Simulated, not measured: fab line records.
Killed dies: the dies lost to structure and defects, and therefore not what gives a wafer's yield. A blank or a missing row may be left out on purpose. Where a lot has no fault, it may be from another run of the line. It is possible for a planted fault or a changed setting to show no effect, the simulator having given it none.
Matching of chambers	flow n5_finfet	N5_SD_EPI_P_SD_RECESS_17 on rie_si-04: 4 sister chambers
The step chemistry HBr/Cl2/O2, target depth 39.1 nm, bt time 3 s. 16 wafers are shown with their chamber, then 8 later ones without.

## WAFERS WITH THEIR CHAMBER
wafer	chamber	oes_product_au (a.u.)	bias_w (W)
L074.1	2	1.011	111.9
L074.3	0	0.995	112.1
L074.5	3	1.006	111.9
L077.1	2	1.003	111.6
L077.3	3	1.001	111.6
L077.5	1	1.021	112.2
L082.2	1	1.015	112.3
L082.4	2	1.012	112.1
L082.6	2	1.010	112.0
L084.1	1	1.005	112.2
L084.3	0	0.989	112.4
L084.4	2	1.002	111.8
L087.2	3	0.998	112.4
L087.4	2	1.005	111.9
L087.6	1	1.018	112.0
L089.2	3	0.999	111.7

SIGNATURES (means of the wafers above)
reading	chamber 0	chamber 1	chamber 2	chamber 3	scatter within a chamber
oes_product_au	0.99200	1.01475	1.00717	1.00100	0.00496
bias_w	112.250	112.175	111.883	111.900	0.227
Rule: for a wafer and a chamber, the distance is found by dividing, reading by reading, the gap between the wafer's reading and the chamber's mean by the reading's scatter, squaring, summing and taking the root. If the next closest chamber is less than 2 further off than the closest, the wafer can't be placed; otherwise it belongs to the closest. How the scatter is found: for the shown wafers, subtract from each reading the mean of its chamber, square and add these, divide the total by (wafers less chambers), then take the root.

## WAFERS MISSING THEIR CHAMBER
wafer	oes_product_au (a.u.)	bias_w (W)
L089.4	1.014	112.3
L089.6	1.003	111.8
L093.3	1.010	112.2
L093.4	1.004	112.6
L093.5	0.989	111.7
L094.4	1.004	111.8
L094.5	1.014	112.0
L094.6	0.999	111.9

## WHICH CHAMBER EACH WENT THROUGH
wafer	from the rows above	in truth
L089.4	can't be placed: 1 or 2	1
L089.6	can't be placed: 3 or 2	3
L093.3	can't be placed: 1 or 2 or 3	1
L093.4	can't be placed: 1 or 0 or 3 or 2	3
L093.5	can't be placed: 0 or 3 or 2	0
L094.4	can't be placed: 2 or 3 or 1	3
L094.5	can't be placed: 1 or 2 or 3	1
L094.6	can't be placed: 3 or 2 or 0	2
Placed correctly: 0 of 8. Unplaceable from these rows: 8, with the true chamber sitting among the candidates in 8. 0 placed wrongly.
